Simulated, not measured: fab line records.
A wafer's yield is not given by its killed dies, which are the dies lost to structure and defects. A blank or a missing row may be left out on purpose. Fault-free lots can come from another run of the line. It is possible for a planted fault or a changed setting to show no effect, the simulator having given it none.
fab line records | flow n5_finfet
record lots=10 | wafers=30 | last_day=20
route steps=1938 shown BEOL_M2@916 BEOL_M3@934 BEOL_M4@1111 PASSIVATION@1936
lots untouched by any fault: they come from a run of this same line in which no faults occurred
start_h: the number of hours between the record's first day and the start of the first shown wafer of the lot | wait_h: hours since the lot's step before | " repeats the value in the row above | L1.1+2: several wafers, shown together as one row | - no value present, or no start provided | * or withheld: withheld | < > ~ a bound
route shown NAME@n: NAME is a module with steps in the file, n the number in the route of the first one | usual: mean/standard deviation of fault-free wafers | same: alike in all rows | chamber/n: place in a boat | sites: readings site by site | _std_site: the values' standard deviation | _edge_site: inner sites' mean taken away from outer sites' mean | radius_mm: how far each site lies from the wafer's centre | mask NAME#n: copy n | behind: the most recent tool/chamber to have shaped the wafer | hold: the reason the lot was held/the length of the hold in hours/how it ended | device: the n, p or np transistor that did not switch | end of line: tests run on the same wafers once the route is complete | step lacking rows: just its recipe | killed: dies lost to structure and defects at the first sort, not the wafer's yield | map: a wafer's dies, x killed, . not, _ none there
set.NAME: the setting as run; set.NAME@STEP: as run at that earlier step | model.NAME: the simulator's own value behind a step, which no gauge read
steps of the route over a sample of lots; a table a step, a row a wafer
services: from which hour (start_h, from the record's first day; less than 0 if before it) a tool's chamber was out of use, for how many hours, and why
## steps
# step N5_BEOL_M2_SPUTTER_92
# recipe material=Cu | target_thk_a=45 | temp_c=-20 | chamber_pressure_pa=0.07 | power_w=withheld | time_s=8.29
# usual chuck_sensor_temp_C=-16.2/0.61 | throttle_valve_pct=29.8/0.96
lot.wafer | tool           | chamber | start_h | wait_h | chuck_sensor_temp_C | throttle_valve_pct
L142.1    | pvd_sputter-03 | -       | 172.33  | 0.1    | -16.2               | 31.2
L142.3    | "              | -       | "       | "      | -15.9               | 30.0
L142.5    | "              | -       | "       | "      | -17.4               | 30.2
L139.1    | pvd_sputter-01 | -       | 177.15  | 0.1    | -15.7               | 28.4
L139.4    | "              | -       | "       | "      | -16.6               | 28.5
L139.5    | "              | -       | "       | "      | -15.5               | 28.5
L145.2    | pvd_sputter-03 | -       | 194.78  | 0.1    | -15.3               | 29.3
L145.3    | "              | -       | "       | "      | -16.0               | 29.9
L145.5    | "              | -       | "       | "      | -16.1               | 31.2
L146.1    | pvd_sputter-03 | -       | 202.10  | 0.1    | -15.3               | 29.5
L146.4    | "              | -       | "       | "      | -17.6               | 30.4
L146.6    | "              | -       | "       | "      | -17.3               | 30.0
L147.1    | pvd_sputter-02 | -       | 203.82  | 0.1    | -15.6               | 28.4
L147.2    | "              | -       | "       | "      | -16.0               | 29.7
L147.6    | "              | -       | "       | "      | -15.9               | 29.8
L154.1    | pvd_sputter-02 | -       | 260.77  | 0.1    | -16.6               | 29.4
L154.2    | "              | -       | "       | "      | -15.6               | 28.8
L154.6    | "              | -       | "       | "      | -15.5               | 28.6
L158.2    | pvd_sputter-02 | -       | 280.76  | 0.1    | -16.7               | 29.2
L158.3    | "              | -       | "       | "      | -16.0               | 29.9
L158.6    | "              | -       | "       | "      | -15.4               | 28.6
L159.1    | pvd_sputter-01 | -       | 285.62  | 0.1    | -16.7               | 28.6
L159.2    | "              | -       | "       | "      | -16.3               | 29.9
L159.3    | "              | -       | "       | "      | -15.9               | 31.3
L160.1    | pvd_sputter-03 | -       | 285.71  | 0.1    | -16.1               | 31.0
L160.2    | "              | -       | "       | "      | -15.1               | 29.5
L160.4    | "              | -       | "       | "      | -15.9               | 30.0
L161.3    | pvd_sputter-01 | -       | 303.08  | 0.1    | -16.2               | 31.5
L161.5    | "              | -       | "       | "      | -16.6               | 28.5
L161.6    | "              | -       | "       | "      | -15.7               | 28.9
# step N5_BEOL_M2_CO_CAP_55
# recipe material=Co | target_thk_a=20 | temp_c=200 | precursor=CCTBA/H2 | pressure_torr=30 | time_s=102.1
# usual heater_power_w=259/13
lot.wafer | tool      | chamber | start_h | wait_h | heater_power_w
L142.1    | cvd_co-02 | 0       | 173.64  | 0.0    | 282
L142.3    | "         | 1       | "       | "      | 246
L142.5    | "         | 0       | "       | "      | 277
L139.1    | cvd_co-02 | 2       | 178.52  | 0.0    | 249
L139.4    | "         | 1       | "       | "      | 248
L139.5    | "         | 2       | "       | "      | 243
L145.2    | cvd_co-01 | 0       | 196.08  | 0.0    | 253
L145.3    | "         | 1       | "       | "      | 262
L145.5    | "         | 0       | "       | "      | 255
L146.1    | cvd_co-01 | 2       | 203.42  | 0.0    | 268
L146.4    | "         | 2       | "       | "      | 264
L146.6    | "         | 0       | "       | "      | 244
L147.1    | cvd_co-01 | 1       | 205.12  | 0.0    | 258
L147.2    | "         | 2       | "       | "      | 261
L147.6    | "         | 1       | "       | "      | 263
L154.1    | cvd_co-02 | 1       | 262.08  | 0.0    | 256
L154.2    | "         | 0       | "       | "      | 282
L154.6    | "         | 1       | "       | "      | 251
L158.2    | cvd_co-02 | 2       | 282.07  | 0.0    | 249
L158.3    | "         | 1       | "       | "      | 245
L158.6    | "         | 1       | "       | "      | 245
L159.1    | cvd_co-02 | 0       | 286.92  | 0.0    | 284
L159.2    | "         | 2       | "       | "      | 250
L159.3    | "         | 1       | "       | "      | 249
L160.1    | cvd_co-01 | 0       | 287.03  | 0.0    | 252
L160.2    | "         | 1       | "       | "      | 260
L160.4    | "         | 0       | "       | "      | 252
L161.3    | cvd_co-01 | 2       | 304.39  | 0.0    | 262
L161.5    | "         | 1       | "       | "      | 268
L161.6    | "         | 2       | "       | "      | 259
# step N5_BEOL_M2_PRE_CLEAN_56
# recipe gas=NH3 | time_s=15 | temp_c=withheld | rf_power_w=300
lot.wafer  | tool     | chamber | start_h | wait_h
L142.1+3+5 | pecvd-01 | 1,2,1   | 173.74  | 0.1
L139.1+4+5 | pecvd-04 | 0,1,1   | 178.61  | 0.1
L145.2+3+5 | pecvd-04 | 1,0,0   | 196.19  | 0.1
L146.1+4+6 | pecvd-04 | 2,0,2   | 203.51  | 0.1
L147.1+2+6 | pecvd-04 | 1,0,2   | 205.21  | 0.1
L154.1+2+6 | pecvd-02 | 1,0,1   | 262.17  | 0.1
L158.2+3+6 | pecvd-02 | 2,0,2   | 282.16  | 0.1
L159.1+2+3 | pecvd-02 | 0,1,2   | 287.01  | 0.1
L160.1+2+4 | pecvd-01 | 1,0,0   | 287.12  | 0.1
L161.3+5+6 | pecvd-01 | 0,0,1   | 304.49  | 0.1
# step N5_BEOL_M2_INSPECT_59
# recipe inspect_instrument=darkfield | mode=post_dep
# usual raw_defect_count=76/30
lot.wafer | tool              | chamber | start_h | wait_h | raw_defect_count
L142.1    | defect_inspect-01 | -       | 173.85  | 0.0    | 52
L142.3    | "                 | -       | "       | "      | 73
L142.5    | "                 | -       | "       | "      | 51
L139.1    | defect_inspect-02 | -       | 178.76  | 0.0    | 46
L139.4    | "                 | -       | "       | "      | 111
L139.5    | "                 | -       | "       | "      | 53
L145.2    | defect_inspect-02 | -       | 196.33  | 0.0    | 55
L145.3    | "                 | -       | "       | "      | 79
L145.5    | "                 | -       | "       | "      | 42
L146.1    | defect_inspect-01 | -       | 203.62  | 0.0    | 289
L146.4    | "                 | -       | "       | "      | 306
L146.6    | "                 | -       | "       | "      | 295
L147.1    | defect_inspect-01 | -       | 205.33  | 0.0    | 312
L147.2    | "                 | -       | "       | "      | 300
L147.6    | "                 | -       | "       | "      | 286
L154.1    | defect_inspect-02 | -       | 262.29  | 0.0    | 42
L154.2    | "                 | -       | "       | "      | 67
L154.6    | "                 | -       | "       | "      | 81
L158.2    | defect_inspect-01 | -       | 282.28  | 0.0    | 50
L158.3    | "                 | -       | "       | "      | 104
L158.6    | "                 | -       | "       | "      | 62
L159.1    | defect_inspect-02 | -       | 287.13  | 0.0    | 97
L159.2    | "                 | -       | "       | "      | 134
L159.3    | "                 | -       | "       | "      | 80
L160.1    | defect_inspect-01 | -       | 287.27  | 0.0    | 100
L160.2    | "                 | -       | "       | "      | 100
L160.4    | "                 | -       | "       | "      | 87
L161.3    | defect_inspect-02 | -       | 304.63  | 0.0    | 177
L161.5    | "                 | -       | "       | "      | 112
L161.6    | "                 | -       | "       | "      | 133
# step N5_BEOL_M3_HM_DEP_02
# recipe material=TiN | target_thk_a=200 | temp_c=25 | chamber_pressure_pa=0.49996
# usual throttle_valve_pct=29.7/0.92
lot.wafer | tool           | chamber | start_h | wait_h | throttle_valve_pct
L142.1    | pvd_sputter-03 | -       | 174.69  | 0.7    | 29.1
L142.3    | "              | -       | "       | "      | 30.1
L142.5    | "              | -       | "       | "      | 30.0
L139.1    | pvd_sputter-03 | -       | 180.75  | 1.8    | 30.1
L139.4    | "              | -       | "       | "      | 29.2
L139.5    | "              | -       | "       | "      | 30.0
L145.2    | pvd_sputter-02 | -       | 196.98  | 0.5    | 29.8
L145.3    | "              | -       | "       | "      | 29.2
L145.5    | "              | -       | "       | "      | 29.6
L146.1    | pvd_sputter-01 | -       | 205.12  | 1.3    | 31.7
L146.4    | "              | -       | "       | "      | 28.7
L146.6    | "              | -       | "       | "      | 28.6
L147.1    | pvd_sputter-02 | -       | 205.98  | 0.5    | 29.4
L147.2    | "              | -       | "       | "      | 29.9
L147.6    | "              | -       | "       | "      | 28.6
L154.1    | pvd_sputter-01 | -       | 263.05  | 0.6    | 29.9
L154.2    | "              | -       | "       | "      | 28.6
L154.6    | "              | -       | "       | "      | 28.4
L158.2    | pvd_sputter-02 | -       | 283.20  | 0.8    | 29.2
L158.3    | "              | -       | "       | "      | 30.0
L158.6    | "              | -       | "       | "      | 29.9
L159.1    | pvd_sputter-02 | -       | 287.34  | 0.0    | 29.0
L159.2    | "              | -       | "       | "      | 30.1
L159.3    | "              | -       | "       | "      | 28.2
L160.1    | pvd_sputter-01 | -       | 290.10  | 2.7    | 30.1
L160.2    | "              | -       | "       | "      | 28.7
L160.4    | "              | -       | "       | "      | 28.9
L161.3    | pvd_sputter-01 | -       | 305.14  | 0.4    | 28.4
L161.5    | "              | -       | "       | "      | 28.6
L161.6    | "              | -       | "       | "      | 30.1
# step N5_BEOL_M4_RC_MEAS_101
# usual DIBL_N=36.3/1.6 | DIBL_P=36.4/2.1 | IOFF_N=0.16/0.032 | IOFF_P=0.22/0.044 | ION_N=675/12 | ION_P=463/8.3 | SS_N=71.6/0.64 | SS_P=73.3/0.67 | VT_N=250/3.3 | VT_P=-250/3.7
lot.wafer | tool      | chamber | start_h | wait_h | DIBL_N[mV/V] | DIBL_P[mV/V] | IOFF_N[nA/um] | IOFF_P[nA/um] | ION_N[uA/um] | ION_P[uA/um] | SS_N[mV/dec] | SS_P[mV/dec] | VT_N[mV] | VT_P[mV]
L142.1    | prober-01 | 0       | 218.98  | 0.0    | 36.7         | 36.5         | 0.17          | 0.22          | 675          | 470          | 71.0         | 73.9         | 248      | -249
L142.3    | "         | 0       | "       | "      | 36.5         | 36.4         | 0.16          | 0.20          | 664          | 455          | 71.4         | 72.9         | 251      | -251
L142.5    | "         | 0       | "       | "      | 37.5         | 37.5         | 0.18          | 0.22          | 682          | 469          | 72.1         | 74.1         | 248      | -248
L139.1    | prober-01 | 0       | 227.39  | 0.0    | 33.7         | 33.5         | 0.13          | 0.19          | 671          | 471          | 71.2         | 72.6         | 252      | -249
L139.4    | "         | 0       | "       | "      | 33.8         | 33.5         | 0.12          | 0.19          | 659          | 464          | 71.0         | 73.0         | 254      | -249
L139.5    | "         | 0       | "       | "      | 35.0         | 35.4         | 0.15          | 0.22          | 664          | 463          | 71.5         | 72.8         | 250      | -251
L145.2    | prober-01 | 0       | 252.46  | 0.2    | 36.8         | 38.9         | 0.19          | 0.26          | 690          | 472          | 71.3         | 74.1         | 249      | -248
L145.3    | "         | 0       | "       | "      | 36.9         | 38.7         | 0.19          | 0.26          | 682          | 471          | 71.8         | 73.6         | 249      | -248
L145.5    | "         | 0       | "       | "      | 37.2         | 40.1         | 0.20          | 0.29          | 697          | 486          | 71.9         | 74.9         | 247      | -245
L146.1    | prober-01 | 0       | 254.70  | 0.0    | 38.7         | 39.0         | 0.20          | 0.32          | 664          | 472          | 73.3         | 73.9         | 248      | -242
L146.4    | "         | 0       | "       | "      | 38.2         | 39.1         | 0.18          | 0.32          | 683          | 477          | 71.7         | 73.5         | 249      | -244
L146.6    | "         | 0       | "       | "      | 37.8         | 37.9         | 0.18          | 0.31          | 686          | 484          | 72.3         | 73.8         | 247      | -240
L147.1    | prober-02 | 0       | 257.00  | 0.0    | 35.4         | 35.7         | 0.15          | 0.18          | 665          | 457          | 71.2         | 72.8         | 251      | -254
L147.2    | "         | 0       | "       | "      | 37.9         | 38.7         | 0.21          | 0.23          | 697          | 468          | 71.7         | 74.1         | 246      | -250
L147.6    | "         | 0       | "       | "      | 36.7         | 37.3         | 0.18          | 0.20          | 674          | 454          | 71.2         | 73.0         | 249      | -251
L154.1    | prober-02 | 0       | 309.94  | 0.0    | 36.4         | 36.7         | 0.16          | 0.23          | 685          | 475          | 71.0         | 73.9         | 249      | -249
L154.2    | "         | 0       | "       | "      | 34.7         | 33.9         | 0.13          | 0.19          | 669          | 460          | 70.9         | 72.7         | 251      | -249
L154.6    | "         | 0       | "       | "      | 35.0         | 33.9         | 0.14          | 0.20          | 676          | 463          | 71.5         | 72.5         | 251      | -248
L158.2    | prober-01 | 0       | 321.76  | 0.2    | 34.4         | 34.3         | 0.15          | 0.21          | 678          | 465          | 71.0         | 72.0         | 246      | -247
L158.3    | "         | 0       | "       | "      | 35.5         | 36.6         | 0.17          | 0.25          | 699          | 479          | 72.3         | 73.0         | 247      | -246
L158.6    | "         | 0       | "       | "      | 38.4         | 40.4         | 0.24          | 0.32          | 690          | 468          | 72.9         | 74.0         | 243      | -243
L159.1    | prober-02 | 0       | 350.85  | 0.0    | 35.6         | 35.1         | 0.12          | 0.18          | 648          | 450          | 71.4         | 73.4         | 255      | -253
L159.2    | "         | 0       | "       | "      | 34.9         | 34.2         | 0.12          | 0.17          | 672          | 464          | 70.7         | 73.2         | 254      | -251
L159.3    | "         | 0       | "       | "      | 36.8         | 35.7         | 0.14          | 0.19          | 667          | 461          | 70.9         | 72.4         | 252      | -253
L160.1    | prober-02 | 0       | 354.48  | 0.0    | 35.4         | 36.1         | 0.13          | 0.16          | 665          | 456          | 71.8         | 72.6         | 254      | -253
L160.2    | "         | 0       | "       | "      | 34.7         | 35.6         | 0.13          | 0.16          | 662          | 456          | 71.1         | 73.2         | 252      | -256
L160.4    | "         | 0       | "       | "      | 40.7         | 41.8         | 0.24          | 0.26          | 697          | 463          | 73.0         | 74.2         | 245      | -247
L161.3    | prober-01 | 0       | 381.41  | 0.3    | 35.7         | 34.9         | 0.15          | 0.21          | 665          | 459          | 71.9         | 72.9         | 250      | -250
L161.5    | "         | 0       | "       | "      | 37.1         | 36.6         | 0.17          | 0.23          | 670          | 462          | 72.6         | 73.0         | 248      | -248
L161.6    | "         | 0       | "       | "      | 35.8         | 35.0         | 0.15          | 0.21          | 680          | 463          | 72.4         | 72.9         | 253      | -251
# step N5_PASSIVATION_PROBE_49
# usual defect_limited_yield=91.4/1.2 | killed_at_M0_to_M3=35/11 | killed_at_M4_up=14/6 | killed_at_contacts=12/6.7 | killed_at_front_end=37/9.7 | killed_at_other=3.5/2.5 | killed_dies=102/15 | killed_open=67/12 | killed_short=33/7.3 | sort_bin_5_function=5.1/0.81 | sort_bin_6_memory=3.2/0.65 | sort_n_pass=1078/15 | sort_yield_pct=91.4/1.2
# same gross_dies=1180 | killed_at_back_side=0 | sort_bin_4_leakage[%]=0 | sort_bin_8_speed[%]=0
lot.wafer | tool      | chamber | start_h | wait_h | defect_limited_yield[%] | killed_at_M0_to_M3 | killed_at_M4_up | killed_at_contacts | killed_at_front_end | killed_at_other | killed_dies | killed_open | killed_short | sort_bin_5_function[%] | sort_bin_6_memory[%] | sort_n_pass | sort_yield_pct[%]
L142.1    | prober-01 | -       | 342.96  | 0.0    | 91.9                    | 11                 | 10              | 40                 | 30                  | 5               | 96          | 76          | 20           | 4.7                    | 3.4                  | 1084        | 91.9
L142.3    | prober-01 | -       | 343.06  | 0.1    | 92.1                    | 20                 | 15              | 16                 | 38                  | 4               | 93          | 68          | 25           | 5.2                    | 2.5                  | 1087        | 92.1
L142.5    | prober-01 | -       | 343.16  | 0.2    | 92.3                    | 7                  | 17              | 15                 | 45                  | 7               | 91          | 61          | 28           | 3.9                    | 3.6                  | 1089        | 92.3
L147.1    | prober-02 | -       | 360.54  | 0.0    | 85.9                    | 122                | 7               | 22                 | 13                  | 2               | 166         | 50          | 29           | 9.0                    | 3.9                  | 1014        | 85.9
L147.2    | prober-02 | -       | 360.59  | 0.1    | 88.1                    | 68                 | 24              | 14                 | 30                  | 4               | 140         | 70          | 33           | 7.9                    | 3.2                  | 1040        | 88.1
L147.6    | prober-02 | -       | 360.79  | 0.3    | 83.1                    | 125                | 12              | 23                 | 36                  | 4               | 200         | 72          | 33           | 10.5                   | 4.7                  | 980         | 83.1
L146.1    | prober-01 | -       | 372.77  | 0.0    | 86.8                    | 96                 | 11              | 1                  | 46                  | 2               | 156         | 48          | 26           | 8.8                    | 3.0                  | 1024        | 86.8
L146.4    | prober-01 | -       | 372.92  | 0.2    | 87.9                    | 77                 | 17              | 15                 | 34                  | 0               | 143         | 70          | 31           | 8.3                    | 3.1                  | 1037        | 87.9
L146.6    | prober-01 | -       | 373.02  | 0.3    | 84.9                    | 125                | 16              | 11                 | 23                  | 3               | 178         | 52          | 34           | 10.1                   | 3.7                  | 1002        | 84.9
L158.2    | prober-02 | -       | 414.35  | 0.1    | 92.7                    | 23                 | 11              | 7                  | 39                  | 6               | 86          | 56          | 26           | 4.9                    | 2.1                  | 1094        | 92.7
L158.3    | prober-02 | -       | 414.40  | 0.1    | 91.4                    | 24                 | 6               | 4                  | 61                  | 7               | 102         | 69          | 33           | 4.5                    | 3.7                  | 1078        | 91.4
L158.6    | prober-02 | -       | 414.55  | 0.3    | 90.8                    | 32                 | 12              | 6                  | 57                  | 1               | 108         | 74          | 31           | 5.5                    | 3.2                  | 1072        | 90.8
# killed by level:class
L142.1 MOL_CONTACT_COAG:geometric_particle:open=37 FIN_SAQP:geometric_particle:open=6 STARTING-WAFER:geometric_particle:open=5 FIN_SAQP:geometric_particle:short=4 DUMMY_GATE:geometric_particle:open=4 STI_FIN_REVEAL:geometric_particle:open=3 MOL_CONTACT_COAG:geometric_particle:short=3 BEOL_M4:geometric_particle:open=3
L142.3 FIN_SAQP:geometric_particle:open=17 MOL_CONTACT_COAG:geometric_particle:open=13 STI_FIN_REVEAL:geometric_particle:open=8 FIN_SAQP:geometric_particle:short=6 BEOL_M2:geometric_particle:open=6 BEOL_M1:geometric_particle:open=4 MOL_CONTACT_COAG:geometric_particle:short=3 BEOL_M0_SAQP:geometric_particle:short=3
L142.5 MOL_CONTACT_COAG:geometric_particle:open=12 STI_FIN_REVEAL:geometric_particle:open=11 FIN_SAQP:geometric_particle:open=8 BEOL_M4:geometric_particle:open=6 FIN_SAQP:geometric_particle:short=5 GATE_CUT:geometric_particle:short=5 STARTING-WAFER:geometric_particle:short=5 DUMMY_GATE:geometric_particle:open=4
L147.1 BEOL_M2:unspecified=86 BEOL_M2:geometric_particle:open=19 MOL_CONTACT_COAG:geometric_particle:open=15 MOL_CONTACT_COAG:geometric_particle:short=7 BEOL_M0_SAQP:geometric_particle:short=5 STI_FIN_REVEAL:geometric_particle:open=4 GATE_CUT:geometric_particle:short=4 BEOL_M2:geometric_particle:short=4
L147.2 BEOL_M2:unspecified=36 BEOL_M4:geometric_particle:open=13 BEOL_M2:geometric_particle:open=10 STI_FIN_REVEAL:geometric_particle:open=10 MOL_CONTACT_COAG:geometric_particle:short=9 BEOL_M3:geometric_particle:open=9 FIN_SAQP:geometric_particle:short=5 MOL_CONTACT_COAG:geometric_particle:open=5
L147.6 BEOL_M2:unspecified=91 MOL_CONTACT_COAG:geometric_particle:open=14 BEOL_M2:geometric_particle:open=9 STI_FIN_REVEAL:geometric_particle:open=8 BEOL_M3:geometric_particle:open=8 MOL_CONTACT_COAG:geometric_particle:short=7 DUMMY_GATE:geometric_particle:open=6 BEOL_M4:geometric_particle:open=6
L146.1 BEOL_M2:unspecified=81 STI_FIN_REVEAL:geometric_particle:open=11 FIN_SAQP:geometric_particle:short=8 FIN_SAQP:geometric_particle:open=5 DUMMY_GATE:geometric_particle:open=5 ILD0:geometric_particle:open=5 BEOL_M1:geometric_particle:open=4 BEOL_M4:geometric_particle:open=4
L146.4 BEOL_M2:unspecified=42 MOL_CONTACT_COAG:geometric_particle:open=14 BEOL_M0_SAQP:geometric_particle:open=13 BEOL_M4:geometric_particle:open=9 FIN_SAQP:geometric_particle:short=6 BEOL_M0_SAQP:geometric_particle:short=6 FIN_SAQP:geometric_particle:open=5 DUMMY_GATE:geometric_particle:open=5
L146.6 BEOL_M2:unspecified=91 BEOL_M0_SAQP:geometric_particle:short=10 MOL_CONTACT_COAG:geometric_particle:open=9 BEOL_M0_SAQP:geometric_particle:open=5 BEOL_M8:geometric_particle:open=5 STI_FIN_REVEAL:geometric_particle:open=4 BEOL_M0:geometric_particle:open=4 FIN_SAQP:geometric_particle:short=3
L158.2 FIN_SAQP:geometric_particle:open=15 BEOL_M2:geometric_particle:open=9 FIN_SAQP:geometric_particle:short=5 DUMMY_GATE:geometric_particle:open=5 MOL_CONTACT_COAG:geometric_particle:open=5 BEOL_M4:geometric_particle:open=4 MIM_TOP_ETCH:coat_microbubble_printed=4 GATE_CUT:geometric_particle:short=3
L158.3 FIN_SAQP:geometric_particle:open=31 BEOL_M1:geometric_particle:open=8 FIN_SAQP:geometric_particle:short=6 DUMMY_GATE:geometric_particle:open=6 GATE_CUT:geometric_particle:short=5 BEOL_M3:geometric_particle:open=5 MOL_CONTACT_COAG:geometric_particle:open=4 BEOL_M3:geometric_particle:short=4
L158.6 FIN_SAQP:geometric_particle:open=29 BEOL_M0_SAQP:geometric_particle:short=7 FIN_SAQP:geometric_particle:short=6 DUMMY_GATE:geometric_particle:open=6 BEOL_M2:geometric_particle:open=6 MOL_CONTACT_COAG:geometric_particle:open=6 BEOL_M0_SAQP:geometric_particle:open=6 BEOL_M3:geometric_particle:short=6
## services
tool      | chamber | start_h | hours | kind
pecvd-04  | 1       | 148.95  | 6.2   | repair
pecvd-01  | -       | 152.19  | 0.9   | repair
cvd_co-02 | -       | 161.23  | 4.8   | repair
pecvd-04  | 2       | 167.48  | -     | clean
pecvd-04  | 2       | 167.48  | -     | consumable_replace:showerhead
pecvd-04  | 2       | 167.48  | 29.0  | scheduled_down
pecvd-04  | 2       | 167.48  | 29.0  | vent_cycle
pecvd-01  | 2       | 202.38  | -     | clean
pecvd-01  | 2       | 202.38  | -     | consumable_replace:showerhead
pecvd-01  | 2       | 202.38  | 29.0  | scheduled_down
pecvd-01  | 2       | 202.38  | 29.0  | vent_cycle
cvd_co-02 | -       | 209.89  | 6.7   | repair
cvd_co-02 | -       | 216.64  | 2.8   | pm
pecvd-01  | -       | 236.93  | 14.6  | pm
pecvd-04  | 2       | 238.07  | 2.1   | scheduled_down
pecvd-02  | 0       | 241.45  | 3.9   | repair
pecvd-01  | -       | 266.95  | 2.8   | pm
pecvd-01  | 1       | 278.52  | 4.2   | repair
pecvd-01  | 2       | 284.94  | 19.7  | repair
pecvd-04  | -       | 296.71  | 4.4   | repair
## key
first_sign step=N5_BEOL_M2_INSPECT_59 | reading=raw_defect_count | direction=up | sigmas=7.5 | usual=76 | struck=298
effect step=N5_PASSIVATION_PROBE_49 | reading=killed_at_M0_to_M3 | direction=up | sigmas=6.2 | usual=35 | struck=102
more_kills_born_at N5_BEOL_M2_PRE_CLEAN_56@pecvd-04=427
met_at N5_BEOL_M2_PRE_CLEAN_56
struck_lots L146,L147
not_acting_at N5_BEOL_M2_SPUTTER_92,N5_BEOL_M2_CO_CAP_55,N5_BEOL_M3_HM_DEP_02
onset_between 196.19 203.51
fault kind=chamber_particle_source | tool=pecvd-04 | chamber=- | onset_h=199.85 | steps=N5_BEOL_M2_PRE_CLEAN_56 | rate_per_visit_cm2=0.37643 | end_h=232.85
